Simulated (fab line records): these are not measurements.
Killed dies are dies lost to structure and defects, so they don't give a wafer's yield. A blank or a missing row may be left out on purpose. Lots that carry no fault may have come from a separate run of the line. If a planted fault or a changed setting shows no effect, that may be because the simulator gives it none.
Chamber matching | flow nand-harc | rie-diel-13 running NHARC_A_STAIRCASE_ETCH_169: 4 sister chambers
The step etches the open film in CH3F/O2, target depth 50 nm, time 107.1 s. 8 wafers are shown with their chamber, then 9 later ones without.

## WAFERS PAIRED WITH THEIR CHAMBERS
wafer  | chamber | drypump-motor-current-A (A) | oes-product-au (a.u.)
L084.2 | 0       | 4.7                         | 0.973
L084.6 | 2       | 5.7                         | 0.949
L085.1 | 3       | 5.9                         | 0.974
L085.2 | 1       | 6.1                         | 0.964
L085.6 | 0       | 4.7                         | 0.972
L092.3 | 3       | 5.9                         | 0.992
L092.4 | 1       | 6.2                         | 0.964
L092.6 | 2       | 5.7                         | 0.941

## WAFERS WITH NO CHAMBER GIVEN
wafer  | drypump-motor-current-A (A) | oes-product-au (a.u.)
L095.2 | 5.9                         | 0.973
L095.3 | 6.2                         | 0.982
L095.4 | 4.7                         | 0.981
L094.4 | 5.7                         | 0.935
L094.5 | 5.7                         | 0.938
L094.6 | 5.9                         | 0.970
L097.3 | 5.9                         | 0.988
L097.4 | 5.7                         | 0.951
L097.5 | 5.7                         | 0.944

## EACH ONE'S CHAMBER
wafer  | from the rows above | in truth
L095.2 | 3                   | 3
L095.3 | 1                   | 1
L095.4 | 0                   | 0
L094.4 | 2                   | 2
L094.5 | 2                   | 2
L094.6 | 3                   | 3
L097.3 | 3                   | 3
L097.4 | 2                   | 2
L097.5 | 2                   | 2
Placed correctly: 9 of 9. Not placeable from these rows: 0. Wrongly placed: 0.
How it was worked out, from the rows above alone: a wafer's distance from a chamber is the root of the sum, over the readings, of the square of ((its reading less the chamber's mean) divided by the reading's scatter). The wafer belongs to the nearest chamber; if the next one is less than 2 further off, it can't be placed. For every chamber, the mean is computed from those of its wafers that are shown. The scatter: the root of (the sum of the squares of (reading less its chamber's mean) over the shown wafers, divided by (wafers less chambers)).
